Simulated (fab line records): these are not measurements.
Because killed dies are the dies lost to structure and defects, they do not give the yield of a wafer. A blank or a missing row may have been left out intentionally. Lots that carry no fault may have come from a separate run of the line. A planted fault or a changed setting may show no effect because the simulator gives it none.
fab line records -- flow n5-finfet
record lots=7, wafers=21
route steps=1938 shown BEOL_M7@1263 BEOL_M9@1407 BEOL_M10@1480 BEOL_M11@1539
start-h: start of the lot's first displayed wafer, in hours after the record's first day -- wait-h: time in hours since the lot's previous step -- " the same as in the row above -- L1.1+2: a row that stands for several wafers -- - no value present, or no start provided -- * or withheld: withheld -- < > ~ a bound
route shown NAME@n: names a module that has steps shown in the file, with the first one's number in the route -- usual: the fault-free wafers' mean and standard deviation -- same: alike in all rows -- chamber/n: place in a boat -- sites: each site's reading -- _std_site: the standard deviation of these -- _edge_site: the outer-site mean with the inner-site mean subtracted -- radius-mm: how far each site lies from the wafer's centre -- mask NAME#n: copy n -- behind: tool/chamber where the wafer was last shaped -- hold: what put the lot on hold/how long, in hours/how the hold closed -- device: whichever transistor did not switch (one of n, p or np) -- end of line: at the end of the route, the tests of the same wafers -- a step with no rows: only its recipe -- killed: dies that structure and defects cost at the first sort, which is not the same as the wafer's yield -- map: dies across one wafer; x = killed, . = not, _ = none there
set.NAME: setting as actually run; set.NAME@STEP: the setting as run at that earlier step -- model.NAME: the simulator's own value behind a step, which no gauge read
lots where settings were altered on purpose, with a table for each step and a row for each wafer
## steps
# step N5_BEOL_M7_ILD_DEP_00
# recipe material=SiCOH_lowk, target-thk-a=1797.5, temp-c=300, precursor=DEMS/porogen, pressure-torr=5, rf-w=500, time-s=33.4
lot.wafer,tool,chamber,start-h,wait-h,set.time-s,model.SiCOH_lowk_of_BEOL_M7_ILD_DEP_00.thk-nm
L079.2,pecvd-02,2,212.50,0.0,31.18,165.6
L079.5,pecvd-02,2,212.50,0.0,33.4,176.8
L079.6,pecvd-02,0,212.50,0.0,31.18,166.8
L080.1,pecvd-02,0,219.35,0.0,33.4,178
L080.5,pecvd-02,1,219.35,0.0,33.4,181.4
L080.6,pecvd-02,2,219.35,0.0,33.4,179.4
L083.1,pecvd-02,2,245.51,0.0,33.4,174.2
L083.2,pecvd-02,1,245.51,0.0,33.4,175
L083.4,pecvd-02,0,245.51,0.0,33.4,178.6
L088.2+3,pecvd-02,"2,1",280.83,0.0,33.4,174.8
L088.5,pecvd-02,2,280.83,0.0,33.4,176
L092.2,pecvd-03,0,301.24,0.0,33.4,178
L092.5,pecvd-03,2,301.24,0.0,33.4,179.8
L092.6,pecvd-03,1,301.24,0.0,33.4,181.4
L095.1,pecvd-02,0,332.48,0.0,28.72,154
L095.3,pecvd-02,2,332.48,0.0,33.4,176.8
L095.6,pecvd-02,1,332.48,0.0,33.4,180.2
L097.2,pecvd-04,1,351.50,0.0,33.4,176
L097.3,pecvd-04,0,351.50,0.0,33.4,175.8
L097.6,pecvd-04,2,351.50,0.0,28.94,161.8
# step N5_BEOL_M7_CURE_74
# recipe temp-c=385, time-s=240, ambient=He/Ar, material=SiCOH_lowk
lot.wafer,tool,chamber,start-h,wait-h,set.time-s@BEOL_M7_ILD_DEP_00,model.SiCOH_lowk_of_BEOL_M7_ILD_DEP_00.thk-nm
L079.2,uv-cure-03,2,212.64,0.1,31.18,142.8
L079.5,uv-cure-03,2,212.64,0.1,33.4,152.4
L079.6,uv-cure-03,2,212.64,0.1,31.18,143.6
L080.1,uv-cure-02,0,219.41,0.0,33.4,153.4
L080.5,uv-cure-02,0,219.41,0.0,33.4,156.4
L080.6,uv-cure-02,0,219.41,0.0,33.4,154.8
L083.1,uv-cure-01,0,245.57,0.0,33.4,150.2
L083.2,uv-cure-01,0,245.57,0.0,33.4,151
L083.4,uv-cure-01,0,245.57,0.0,33.4,154
L088.2+3,uv-cure-02,2,281.06,0.2,33.4,150.6
L088.5,uv-cure-02,2,281.06,0.2,33.4,151.8
L092.2,uv-cure-02,2,301.38,0.1,33.4,153.4
L092.5,uv-cure-02,2,301.38,0.1,33.4,155
L092.6,uv-cure-02,2,301.38,0.1,33.4,156.4
L095.1,uv-cure-02,1,332.54,0.0,28.72,132.6
L095.3,uv-cure-02,1,332.54,0.0,33.4,152.6
L095.6,uv-cure-02,1,332.54,0.0,33.4,155.4
L097.2,uv-cure-02,2,351.65,0.1,33.4,151.8
L097.3,uv-cure-02,2,351.65,0.1,33.4,151.6
L097.6,uv-cure-02,2,351.65,0.1,28.94,139.4
# step N5_BEOL_M7_THK_MEAS_01
# recipe reads=SiCOH_lowk_of_BEOL_M7_ILD_DEP_00
# usual M7_ILD_THK=154.0/1.9
lot.wafer,tool,chamber,start-h,wait-h,set.time-s@BEOL_M7_ILD_DEP_00,M7_ILD_THK[nm]
L079.2,film-metro-01,-,213.08,0.4,31.18,142.7
L079.5,film-metro-01,-,213.08,0.4,33.4,152.5
L079.6,film-metro-01,-,213.08,0.4,31.18,143.7
L080.1,film-metro-02,-,219.92,0.4,33.4,153.4
L080.5,film-metro-02,-,219.92,0.4,33.4,156.4
L080.6,film-metro-02,-,219.92,0.4,33.4,154.7
L083.1,film-metro-01,-,246.08,0.4,33.4,150.2
L083.2,film-metro-01,-,246.08,0.4,33.4,150.8
L083.4,film-metro-01,-,246.08,0.4,33.4,153.8
L088.2,film-metro-02,-,281.89,0.7,33.4,150.7
L088.3,film-metro-02,-,281.89,0.7,33.4,150.8
L088.5,film-metro-02,-,281.89,0.7,33.4,151.7
L092.2,film-metro-01,-,301.81,0.4,33.4,153.5
L092.5,film-metro-01,-,301.81,0.4,33.4,154.9
L092.6,film-metro-01,-,301.81,0.4,33.4,156.4
L095.1,film-metro-01,-,333.06,0.4,28.72,132.5
L095.3,film-metro-01,-,333.06,0.4,33.4,152.5
L095.6,film-metro-01,-,333.06,0.4,33.4,155.4
L097.2,film-metro-01,-,352.08,0.4,33.4,151.7
L097.3,film-metro-01,-,352.08,0.4,33.4,151.7
L097.6,film-metro-01,-,352.08,0.4,28.94,139.4
# step N5_BEOL_M7_ETCH_41
# recipe chemistry=CH3F/O2, target=SiCN, target-depth-a=319, taper-deg=2, time-s=57.8, ion-energy-ev=120, mask-material=TiN, pressure-mtorr=30, source-w=395, bias-w=75, Ar_flow_sccm=150, CH3F_flow_sccm=30, O2_flow_sccm=20
# usual rf-vpp-V=297.6/1.5
lot.wafer,tool,chamber,start-h,wait-h,set.bias-w,rf-vpp-V
L079.2,rie-diel-05,0,-,-,79.65,309.7
L079.5,rie-diel-05,3,-,-,75,294.9
L079.6,rie-diel-05,2,-,-,75,296.3
L080.1,rie-diel-05,1,-,-,81.4,314.6
L080.5,rie-diel-05,1,-,-,81.4,313.6
L080.6,rie-diel-05,2,-,-,75,295.9
L083.1,rie-diel-05,2,-,-,75,294.8
L083.2,rie-diel-05,0,-,-,81.42,316.2
L083.4,rie-diel-05,1,-,-,75,298.1
L088.2,rie-diel-02,0,-,-,75,297.5
L088.3,rie-diel-02,2,-,-,75,297.1
L088.5,rie-diel-02,1,-,-,82.34,314.6
L092.2,rie-diel-02,1,-,-,75,296.8
L092.5,rie-diel-02,2,-,-,75,299.0
L092.6,rie-diel-02,3,-,-,75,299.5
L095.1,rie-diel-02,1,-,-,63.51,268.4
L095.3,rie-diel-02,0,-,-,63.51,269.6
L095.6,rie-diel-02,0,-,-,75,297.3
L097.2,rie-diel-04,3,-,-,75,297.0
L097.3,rie-diel-04,0,-,-,63.77,269.1
L097.6,rie-diel-04,1,-,-,75,299.1
# step N5_BEOL_M9_COAT_60
# recipe resist=SiARC, temp-c=220, time-s=60, spin-rpm=1500, resist-thk-nm=30
lot.wafer,tool,chamber,start-h,wait-h,set.spin-rpm,model.SiARC_of_BEOL_M9_COAT_60.thk-nm
L079.2+5,litho-track-04,0,-,-,1336,31.8
L079.6,litho-track-04,0,-,-,1500,30
L080.1+6,litho-track-05,0,-,-,1500,30
L080.5,litho-track-05,0,-,-,1423,30.8
L083.1,litho-track-04,0,-,-,1372,31.4
L083.2,litho-track-04,0,-,-,1500,30.2
L083.4,litho-track-04,0,-,-,1500,30
L088.2,litho-track-04,0,-,-,1388,31.2
L088.3,litho-track-04,0,-,-,1500,30
L088.5,litho-track-04,0,-,-,1388,31
L092.2,litho-track-02,0,-,-,1500,30.2
L092.5+6,litho-track-02,0,-,-,1500,30
L095.1,litho-track-02,0,-,-,1569,29.4
L095.3+6,litho-track-02,0,-,-,1500,30
L097.2,litho-track-04,0,-,-,1500,30
L097.3+6,litho-track-04,0,-,-,1557,29.4
# step N5_BEOL_M9_COAT_05
# recipe resist=CAR-ArF, spin-rpm=1500, resist-thk-nm=90
# step N5_BEOL_M9_EBR_07
# recipe solvent=PGMEA, ebr-width-mm=1.5
# step N5_BEOL_M9_DESCUM_16
# recipe chemistry=O2, time-s=7.9, source-power-w=50, bias-power-w=20, pressure-mtorr=20, rf-frequency-hz=2.712e+07, temp-c=40, resist=CAR-ArF, o2-flow-sccm=225
# step N5_BEOL_M9_ETCH_61
# recipe chemistry=CF4, target=SiARC, target-depth-a=390, mask-material=CAR-ArF, time-s=65, ion-energy-ev=80, pressure-mtorr=40, source-w=545, bias-w=36, Ar_flow_sccm=100, cf4-flow-sccm=100, ends=cleared
lot.wafer,tool,chamber,start-h,wait-h,set.spin-rpm@BEOL_M9_COAT_60,model.etch.depth-nm,model.CAR-ArF_of_BEOL_M9_COAT_05.thk-nm
L079.2,rie-diel-04,0,227.40,0.0,1336,31.83,54
L079.5,rie-diel-04,3,227.40,0.0,1336,31.82,53.6
L079.6,rie-diel-04,2,227.40,0.0,1500,30.07,55.4
L080.1,rie-diel-04,1,236.85,0.0,1500,30.02,55.4
L080.5,rie-diel-04,2,236.85,0.0,1423,30.82,54.6
L080.6,rie-diel-04,1,236.85,0.0,1500,30.03,55.6
L083.1,rie-diel-05,0,274.60,0.0,1372,31.47,54.2
L083.2,rie-diel-05,2,274.60,0.0,1500,30.13,55.2
L083.4,rie-diel-05,2,274.60,0.0,1500,30.04,55.6
L088.2,rie-diel-02,0,302.98,0.0,1388,31.2,54.8
L088.3,rie-diel-02,2,302.98,0.0,1500,29.97,55.8
L088.5,rie-diel-02,1,302.98,0.0,1388,31.07,54.8
L092.2,rie-diel-05,0,319.12,0.0,1500,30.13,55.4
L092.5,rie-diel-05,3,319.12,0.0,1500,30.02,55.2
L092.6,rie-diel-05,2,319.12,0.0,1500,30.05,55.4
L095.1,rie-diel-05,0,354.58,0.0,1569,29.33,56.2
L095.3,rie-diel-05,1,354.58,0.0,1500,30.03,55.6
L095.6,rie-diel-05,2,354.58,0.0,1500,29.95,55.6
L097.2,rie-diel-02,2,371.70,0.0,1500,29.98,56
L097.3,rie-diel-02,3,371.70,0.0,1557,29.36,56.6
L097.6,rie-diel-02,1,371.70,0.0,1557,29.45,56.6
# step N5_BEOL_M9_ETCH_62
# recipe chemistry=N2/H2, target=SOC, target-depth-a=1100, overetch-a=220, mask-material=SiARC, temp-c=40, time-s=165, ion-energy-ev=200, pressure-mtorr=30, source-w=840, bias-w=150, n2-flow-sccm=200, h2-flow-sccm=200
lot.wafer,tool,chamber,start-h,wait-h,set.time-s,set.spin-rpm@BEOL_M9_COAT_60,model.SiARC_of_BEOL_M9_COAT_60.thk-nm
L079.2,rie-diel-04,0,227.45,0.0,165,1336,25
L079.5,rie-diel-04,3,227.45,0.0,165,1336,25.2
L079.6,rie-diel-04,2,227.45,0.0,191.1,1500,22.2
L080.1+6,rie-diel-04,1,236.90,0.0,165,1500,24
L080.5,rie-diel-04,2,236.90,0.0,165,1423,24
L083.1,rie-diel-05,0,274.65,0.0,165,1372,24.8
L083.2,rie-diel-05,2,274.65,0.0,190.6,1500,23
L083.4,rie-diel-05,2,274.65,0.0,190.6,1500,22.8
L088.2,rie-diel-02,0,303.03,0.0,165,1388,24.8
L088.3,rie-diel-02,2,303.03,0.0,190.4,1500,22.2
L088.5,rie-diel-02,1,303.03,0.0,190.4,1388,23.4
L092.2,rie-diel-05,0,319.17,0.0,165,1500,23.4
L092.5,rie-diel-05,3,319.17,0.0,165,1500,23.6
L092.6,rie-diel-05,2,319.17,0.0,165,1500,23.8
L095.1,rie-diel-05,0,354.63,0.0,134.8,1569,23.8
L095.3,rie-diel-05,1,354.63,0.0,134.8,1500,24.6
L095.6,rie-diel-05,2,354.63,0.0,165,1500,23.8
L097.2,rie-diel-02,2,371.75,0.0,165,1500,23.2
L097.3+6,rie-diel-02,"3,1",371.75,0.0,165,1557,22.8
# step N5_BEOL_M10_EXPOSE_08
# recipe mask-id=M10, na=1.35, source-shape=dipole, sigma-inner=0.411, sigma-outer=0.611, polarization=te, dose-mj=53.75
lot.wafer,tool,chamber,start-h,wait-h,mask,set.dose-mj
L079.2+5+6,arfi-scanner-02,0,237.08,-,M10#0,53.75
L080.1+6,arfi-scanner-01,0,245.36,-,M10#0,53.75
L080.5,arfi-scanner-01,0,245.36,-,M10#0,50.21
L083.1+2+4,arfi-scanner-01,0,282.08,-,M10#0,53.75
L088.2+3+5,arfi-scanner-01,0,311.05,-,M10#0,51.88
L092.2+5+6,arfi-scanner-01,0,328.10,-,M10#0,53.75
L095.1+6,arfi-scanner-03,0,363.88,-,M10#0,53.75
L095.3,arfi-scanner-03,0,363.88,-,M10#0,50.42
L097.2+3,arfi-scanner-03,0,378.23,-,M10#0,51.08
L097.6,arfi-scanner-03,0,378.23,-,M10#0,53.75
# step N5_BEOL_M10_PEB_09
# recipe peb-temp-c=withheld, peb-time-s=60, resist=CAR-ArF
# step N5_BEOL_M10_DEVELOP_10
# recipe develop-time-s=30, developer=TMAH, resist=CAR-ArF, rinse-liquid=diw, dry=air-spin, dev-temp-c=23
# step N5_BEOL_M10_CD_MEAS_11
# recipe target-cd-nm=64.1, landing-energy-ev=500, detector=se-inlens, polarity=opening
# usual cd-nm=64.4/0.53
lot.wafer,tool,chamber,start-h,wait-h,set.dose-mj@BEOL_M10_EXPOSE_08,cd-nm
L079.2,cd-sem-03,0,237.20,-,53.75,63.6
L079.5,cd-sem-03,0,237.20,-,53.75,64.7
L079.6,cd-sem-03,0,237.20,-,53.75,64.2
L080.1,cd-sem-01,0,245.48,-,53.75,65.1
L080.5,cd-sem-01,0,245.48,-,50.21,60.4
L080.6,cd-sem-01,0,245.48,-,53.75,64.8
L083.1,cd-sem-01,0,282.20,-,53.75,65.2
L083.2,cd-sem-01,0,282.20,-,53.75,65.1
L083.4,cd-sem-01,0,282.20,-,53.75,65.4
L088.2,cd-sem-02,0,311.17,-,51.88,62.7
L088.3,cd-sem-02,0,311.17,-,51.88,63.0
L088.5,cd-sem-02,0,311.17,-,51.88,63.4
L092.2,cd-sem-03,0,328.22,-,53.75,64.2
L092.5,cd-sem-03,0,328.22,-,53.75,64.0
L092.6,cd-sem-03,0,328.22,-,53.75,64.6
L095.1,cd-sem-01,0,364.01,-,53.75,64.7
L095.3,cd-sem-01,0,364.01,-,50.42,61.2
L095.6,cd-sem-01,0,364.01,-,53.75,64.4
L097.2,cd-sem-03,0,378.35,-,51.08,62.0
L097.3,cd-sem-03,0,378.35,-,51.08,62.0
L097.6,cd-sem-03,0,378.35,-,53.75,64.2
# step N5_BEOL_M10_DESCUM_16
# recipe chemistry=O2, time-s=7.9, source-power-w=50, bias-power-w=20, pressure-mtorr=20, rf-frequency-hz=2.712e+07, temp-c=40, resist=CAR-ArF, o2-flow-sccm=225
# step N5_BEOL_M10_ETCH_61
# recipe chemistry=CF4, target=SiARC, target-depth-a=390, mask-material=CAR-ArF, time-s=65, ion-energy-ev=80, pressure-mtorr=40, source-w=545, bias-w=36, Ar_flow_sccm=100, cf4-flow-sccm=100, ends=cleared
lot.wafer,tool,chamber,start-h,wait-h,set.dose-mj@BEOL_M10_EXPOSE_08,model.BEOL_M10.cd-offset-nm
L079.2,rie-diel-01,3,237.38,0.0,53.75,-0.2
L079.5,rie-diel-01,0,237.38,0.0,53.75,0.4
L079.6,rie-diel-01,3,237.38,0.0,53.75,0.2
L080.1,rie-diel-03,2,245.84,0.0,53.75,0.8
L080.5,rie-diel-03,3,245.84,0.0,50.21,-3.4
L080.6,rie-diel-03,2,245.84,0.0,53.75,1
L083.1,rie-diel-03,3,282.32,0.0,53.75,1
L083.2,rie-diel-03,2,282.32,0.0,53.75,0.8
L083.4,rie-diel-03,0,282.32,0.0,53.75,1.4
L088.2+3,rie-diel-01,"3,0",311.36,0.0,51.88,-1.4
L088.5,rie-diel-01,1,311.36,0.0,51.88,-0.4
L092.2+6,rie-diel-01,"2,1",328.34,0.0,53.75,0
L092.5,rie-diel-01,0,328.34,0.0,53.75,-0.2
L095.1,rie-diel-01,1,364.43,0.0,53.75,0.8
L095.3,rie-diel-01,2,364.43,0.0,50.42,-2.8
L095.6,rie-diel-01,2,364.43,0.0,53.75,0
L097.2+3,rie-diel-03,"3,2",378.60,0.0,51.08,-2.2
L097.6,rie-diel-03,2,378.60,0.0,53.75,-0.2
# step N5_BEOL_M10_ETCH_62
# recipe chemistry=N2/H2, target=SOC, target-depth-a=1100, overetch-a=220, mask-material=SiARC, temp-c=40, time-s=165, ion-energy-ev=200, pressure-mtorr=30, source-w=840, bias-w=150, n2-flow-sccm=200, h2-flow-sccm=200
lot.wafer,tool,chamber,start-h,wait-h,set.dose-mj@BEOL_M10_EXPOSE_08,model.BEOL_M10.cd-offset-nm
L079.2,rie-diel-01,3,237.43,0.0,53.75,-0.4
L079.5,rie-diel-01,0,237.43,0.0,53.75,0.8
L079.6,rie-diel-01,3,237.43,0.0,53.75,0.2
L080.1,rie-diel-03,2,245.89,0.0,53.75,0.6
L080.5,rie-diel-03,3,245.89,0.0,50.21,-4
L080.6,rie-diel-03,2,245.89,0.0,53.75,0.8
L083.1,rie-diel-03,3,282.37,0.0,53.75,0.8
L083.2,rie-diel-03,2,282.37,0.0,53.75,0.6
L083.4,rie-diel-03,0,282.37,0.0,53.75,1.2
L088.2,rie-diel-01,3,311.41,0.0,51.88,-1.8
L088.3,rie-diel-01,0,311.41,0.0,51.88,-1.2
L088.5,rie-diel-01,1,311.41,0.0,51.88,-0.4
L092.2,rie-diel-01,2,328.39,0.0,53.75,0.2
L092.5,rie-diel-01,0,328.39,0.0,53.75,-0.4
L092.6,rie-diel-01,1,328.39,0.0,53.75,-0.2
L095.1,rie-diel-01,1,364.48,0.0,53.75,0.6
L095.3,rie-diel-01,2,364.48,0.0,50.42,-2.8
L095.6,rie-diel-01,2,364.48,0.0,53.75,0.2
L097.2,rie-diel-03,3,378.65,0.0,51.08,-2.4
L097.3,rie-diel-03,2,378.65,0.0,51.08,-2.2
L097.6,rie-diel-03,2,378.65,0.0,53.75,-0.4
# step N5_BEOL_M10_STRIP_68
# recipe chemistry=N2/H2, temp-c=40, n2-flow-sccm=200, h2-flow-sccm=200, rf-frequency-hz=6e+07
# step N5_BEOL_M10_STRIP_67
# recipe chemistry=CF4, resist=SiARC, power-w=300, bias-power-w=75, pressure-mtorr=50, cf4-flow-sccm=150, rf-frequency-hz=6e+07
# step N5_BEOL_M10_HM_OPEN_17
# recipe chemistry=Cl2/BCl3, target-depth-a=200, overetch-a=60, target=TiN, mask-material=SOC, ion-energy-ev=150, pressure-mtorr=10, icp-w=1000, bias-w=126, Cl2_flow_sccm=53.25, bcl3-flow-sccm=21.75, Ar_flow_sccm=25
lot.wafer,tool,chamber,start-h,wait-h,set.dose-mj@BEOL_M10_EXPOSE_08,model.BEOL_M10.cd-offset-nm
L079.2,rie-metal-02,0,237.62,0.0,53.75,-0.4
L079.5,rie-metal-02,0,237.62,0.0,53.75,0.8
L079.6,rie-metal-02,1,237.62,0.0,53.75,0.4
L080.1,rie-metal-03,1,246.07,0.0,53.75,0.6
L080.5,rie-metal-03,0,246.07,0.0,50.21,-4
L080.6,rie-metal-03,1,246.07,0.0,53.75,0.8
L083.1,rie-metal-03,0,282.56,0.0,53.75,0.8
L083.2,rie-metal-03,0,282.56,0.0,53.75,0.4
L083.4,rie-metal-03,0,282.56,0.0,53.75,1
L088.2,rie-metal-01,1,311.60,0.0,51.88,-1.8
L088.3,rie-metal-01,1,311.60,0.0,51.88,-1.4
L088.5,rie-metal-01,0,311.60,0.0,51.88,-0.2
L092.2,rie-metal-01,0,328.58,0.0,53.75,0.2
L092.5+6,rie-metal-01,"0,1",328.58,0.0,53.75,-0.2
L095.1,rie-metal-01,1,364.67,0.0,53.75,0.8
L095.3,rie-metal-01,1,364.67,0.0,50.42,-2.8
L095.6,rie-metal-01,0,364.67,0.0,53.75,0.2
L097.2,rie-metal-01,0,378.84,0.0,51.08,-2.4
L097.3,rie-metal-01,1,378.84,0.0,51.08,-2.2
L097.6,rie-metal-01,0,378.84,0.0,53.75,-0.2
# step N5_BEOL_M10_STRIP_19
# recipe chemistry=O2, power-w=400, temp-c=40, pressure-mtorr=30, rf-frequency-hz=6e+07, bias-power-w=0, overash-fraction=0.2, o2-flow-sccm=225
# step N5_BEOL_M10_CD_MEAS_18
# recipe pitch-nm=140, target-cd-nm=70
# usual cd-nm=70.3/0.56
lot.wafer,tool,chamber,start-h,wait-h,set.dose-mj@BEOL_M10_EXPOSE_08,cd-nm
L079.2,cd-sem-03,-,237.90,0.1,53.75,69.6
L079.5,cd-sem-03,-,237.90,0.1,53.75,70.6
L079.6,cd-sem-03,-,237.90,0.1,53.75,70.4
L080.1,cd-sem-03,-,246.43,0.0,53.75,70.5
L080.5,cd-sem-03,-,246.43,0.0,50.21,65.7
L080.6,cd-sem-03,-,246.43,0.0,53.75,70.6
L083.1,cd-sem-01,-,282.83,0.0,53.75,70.3
L083.2,cd-sem-01,-,282.83,0.0,53.75,70.6
L083.4,cd-sem-01,-,282.83,0.0,53.75,71.2
L088.2,cd-sem-03,-,311.93,0.1,51.88,68.1
L088.3,cd-sem-03,-,311.93,0.1,51.88,68.7
L088.5,cd-sem-03,-,311.93,0.1,51.88,69.5
L092.2,cd-sem-02,-,328.76,0.1,53.75,70.1
L092.5,cd-sem-02,-,328.76,0.1,53.75,69.7
L092.6,cd-sem-02,-,328.76,0.1,53.75,70.1
L095.1,cd-sem-02,-,364.94,0.1,53.75,70.8
L095.3,cd-sem-02,-,364.94,0.1,50.42,67.6
L095.6,cd-sem-02,-,364.94,0.1,53.75,69.8
L097.2,cd-sem-02,-,379.03,0.1,51.08,67.6
L097.3,cd-sem-02,-,379.03,0.1,51.08,67.5
L097.6,cd-sem-02,-,379.03,0.1,53.75,69.6
# step N5_BEOL_M10_COAT_63
# recipe resist=SOC, temp-c=250, time-s=60, spin-rpm=1500, resist-thk-nm=100
# step N5_BEOL_M10_COAT_64
# recipe resist=SiARC, temp-c=220, time-s=60, spin-rpm=1500, resist-thk-nm=30
# step N5_BEOL_M10_PRECLEAN_42
# recipe chemistry=residue-remover, time-s=60, temp-c=40
# step N5_BEOL_M10_SRD_43
# recipe time-s=30, temp-c=23, rinse-liquid=diw, dry=ipa-marangoni
# step N5_BEOL_M10_CD_MEAS_35
# recipe target-cd-nm=70, polarity=opening
# usual cd-nm=70.4/0.61
lot.wafer,tool,chamber,start-h,wait-h,set.dose-mj@BEOL_M10_EXPOSE_08,cd-nm
L079.2,cd-sem-01,-,241.21,0.0,53.75,69.3
L079.5,cd-sem-01,-,241.21,0.0,53.75,70.8
L079.6,cd-sem-01,-,241.21,0.0,53.75,70.5
L080.1,cd-sem-03,-,247.87,0.0,53.75,70.5
L080.5,cd-sem-03,-,247.87,0.0,50.21,66.0
L080.6,cd-sem-03,-,247.87,0.0,53.75,70.6
L083.1,cd-sem-03,-,285.41,0.0,53.75,70.9
L083.2,cd-sem-03,-,285.41,0.0,53.75,70.4
L083.4,cd-sem-03,-,285.41,0.0,53.75,70.9
L088.2,cd-sem-03,-,313.90,0.0,51.88,67.7
L088.3,cd-sem-03,-,313.90,0.0,51.88,68.9
L088.5,cd-sem-03,-,313.90,0.0,51.88,69.5
L092.2,cd-sem-03,-,332.17,0.0,53.75,70.4
L092.5,cd-sem-03,-,332.17,0.0,53.75,70.0
L092.6,cd-sem-03,-,332.17,0.0,53.75,69.9
L095.1,cd-sem-02,-,367.31,0.0,53.75,71.0
L095.3,cd-sem-02,-,367.31,0.0,50.42,67.3
L095.6,cd-sem-02,-,367.31,0.0,53.75,70.0
L097.2,cd-sem-02,-,380.23,0.0,51.08,67.6
L097.3,cd-sem-02,-,380.23,0.0,51.08,68.1
L097.6,cd-sem-02,-,380.23,0.0,53.75,70.1
# step N5_BEOL_M11_PECVD_70
# recipe material=SiO2, target-thk-a=200, temp-c=400, precursor=TEOS/O2, pressure-torr=5.5, rf-w=450, teos-flow-sccm=53.8, gas=O2, flow-sccm=3000, time-s=22.7
lot.wafer,tool,chamber,start-h,wait-h,set.temp-c,model.SiO2_of_BEOL_M11_PECVD_70.thk-nm
L079.2,pecvd-04,0,245.60,0.0,410.2,18.2
L079.5+6,pecvd-04,"0,1",245.60,0.0,400,20
L080.1,pecvd-02,1,250.90,0.0,400,19.6
L080.5,pecvd-02,1,250.90,0.0,400,20
L080.6,pecvd-02,0,250.90,0.0,400,20.4
L083.1+2,pecvd-03,"0,1",289.06,0.0,400,19.4
L083.4,pecvd-03,2,289.06,0.0,412,18.2
L088.2,pecvd-04,1,316.93,0.0,400,19.4
L088.3,pecvd-04,0,316.93,0.0,400,19.6
L088.5,pecvd-04,0,316.93,0.0,394.4,20.6
L092.2+5,pecvd-02,0,335.77,0.0,400,20
L092.6,pecvd-02,1,335.77,0.0,400,19.6
L095.1,pecvd-04,1,371.17,0.0,400,20.2
L095.3+6,pecvd-04,"2,1",371.17,0.0,400,20.4
L097.2,pecvd-04,1,385.35,0.0,417.5,17.6
L097.3,pecvd-04,0,385.35,0.0,400,19.8
L097.6,pecvd-04,0,385.35,0.0,417.5,17.8
## key
split step=N5_BEOL_M7_ILD_DEP_00, setting=time-s, stated=33.4, by=wafer
response step=N5_BEOL_M7_ILD_DEP_00, reading=model.SiCOH_lowk_of_BEOL_M7_ILD_DEP_00.thk-nm, change=+1.44, per=1%, r=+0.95
response step=N5_BEOL_M7_CURE_74, reading=model.SiCOH_lowk_of_BEOL_M7_ILD_DEP_00.thk-nm, change=+1.25, per=1%, r=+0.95
response step=N5_BEOL_M7_THK_MEAS_01, reading=M7_ILD_THK, change=+1.25, per=1%, r=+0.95
split step=N5_BEOL_M7_ETCH_41, setting=bias-w, stated=75, by=wafer
response step=N5_BEOL_M7_ETCH_41, reading=rf-vpp-V, change=+1.96, per=1%, r=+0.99
split step=N5_BEOL_M9_COAT_60, setting=spin-rpm, stated=1500, by=wafer
response step=N5_BEOL_M9_COAT_60, reading=model.SiARC_of_BEOL_M9_COAT_60.thk-nm, change=-0.155, per=1%, r=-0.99
response step=N5_BEOL_M9_ETCH_61, reading=model.etch.depth-nm, change=-0.158, per=1%, r=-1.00
response step=N5_BEOL_M9_ETCH_61, reading=model.CAR-ArF_of_BEOL_M9_COAT_05.thk-nm, change=+0.145, per=1%, r=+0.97
response step=N5_BEOL_M9_ETCH_62, reading=model.SiARC_of_BEOL_M9_COAT_60.thk-nm, change=-0.211, per=1%, r=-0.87
split step=N5_BEOL_M9_ETCH_62, setting=time-s, stated=165, by=wafer
response none clear
split step=N5_BEOL_M10_EXPOSE_08, setting=dose-mj, stated=53.75, by=wafer
response step=N5_BEOL_M10_CD_MEAS_11, reading=cd-nm, change=+0.574, per=1%, r=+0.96
response step=N5_BEOL_M10_ETCH_61, reading=model.BEOL_M10.cd-offset-nm, change=+0.546, per=1%, r=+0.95
response step=N5_BEOL_M10_ETCH_62, reading=model.BEOL_M10.cd-offset-nm, change=+0.566, per=1%, r=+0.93
response step=N5_BEOL_M10_HM_OPEN_17, reading=model.BEOL_M10.cd-offset-nm, change=+0.581, per=1%, r=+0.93
response step=N5_BEOL_M10_CD_MEAS_18, reading=cd-nm, change=+0.556, per=1%, r=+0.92
response step=N5_BEOL_M10_CD_MEAS_35, reading=cd-nm, change=+0.572, per=1%, r=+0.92
split step=N5_BEOL_M11_PECVD_70, setting=temp-c, stated=400, by=wafer
response step=N5_BEOL_M11_PECVD_70, reading=model.SiO2_of_BEOL_M11_PECVD_70.thk-nm, change=-0.517, per=1%, r=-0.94
